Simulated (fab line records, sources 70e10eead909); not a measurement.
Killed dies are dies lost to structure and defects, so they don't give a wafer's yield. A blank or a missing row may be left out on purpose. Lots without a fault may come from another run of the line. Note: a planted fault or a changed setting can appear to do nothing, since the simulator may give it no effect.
Which tool was responsible? | flow nandHarc | 7 lots, 21 wafers sampled, at 2 steps of a route of 1302

== WHAT THE GAUGES SHOWED, per wafer ==
NHARC_A_ONON_D1_THK_MEAS_21: measures by ellipsometry.
lot  | measured     | on           | thkNm (nm)
L375 | day 8 11:52  | filmMetro-01 | 997 997 996
L378 | day 9 17:56  | filmMetro-01 | 984 984 985
L380 | day 10 20:08 | filmMetro-02 | 1006 1006 1007
L383 | day 11 16:35 | filmMetro-02 | 1012 1010 1011
L386 | day 13 01:52 | filmMetro-02 | 996 996 995
L389 | day 14 15:43 | filmMetro-02 | 1011 1011 1010
L391 | day 15 06:38 | filmMetro-02 | 1000 621 998

== EACH LOT AND THE TOOL THAT RAN IT (in order: tool; ch and the chambers of the sampled wafers; start) ==
lot  | NHARC_A_ONON_D1_DEP_19
L375 | pecvdOnon-03 ch 0, day 8 11:25
L378 | pecvdOnon-01 ch 0, day 9 17:29
L380 | pecvdOnon-01 ch 0, day 10 19:44
L383 | pecvdOnon-01 ch 0, day 11 16:08
L386 | pecvdOnon-03 ch 0, day 13 01:25
L389 | pecvdOnon-02 ch 0, day 14 15:12
L391 | pecvdOnon-03 ch 0, day 15 06:10
- NHARC_A_ONON_D1_DEP_19: target thk 1000 nm.

== THE ANSWER, worked out from the rows above alone ==
Rule: usual is defined by the lots themselves. The widest of any qualifying gaps counts: lots, ordered by their means at a reading, are off when they make up no more than a third of the lots, leave a main group of 4 or more, and stand apart from it by 3 or more times the standard deviation of that group's means. The tables above print the reading to a certain number of digits; a main group whose means all agree to those digits is not used. Also off: a lot with no number at a reading for which 4 or more lots have one. All remaining lots with rows at the step are treated as sound.
Off: L391 (NHARC_A_ONON_D1_THK_MEAS_21, thkNm). The main group: mean 1001 nm, standard deviation 9.5.
If a tool, at a process step before that reading, ran all the lots that are off and no sound lot after the first of them, it fits. The gauges at NHARC_A_ONON_D1_THK_MEAS_21 are tried like those tools. This does not decide it: 2 tools fit, namely pecvdOnon-03 at NHARC_A_ONON_D1_DEP_19 and filmMetro-02 at NHARC_A_ONON_D1_THK_MEAS_21.

== WHAT THE SIMULATOR PUT IN ==
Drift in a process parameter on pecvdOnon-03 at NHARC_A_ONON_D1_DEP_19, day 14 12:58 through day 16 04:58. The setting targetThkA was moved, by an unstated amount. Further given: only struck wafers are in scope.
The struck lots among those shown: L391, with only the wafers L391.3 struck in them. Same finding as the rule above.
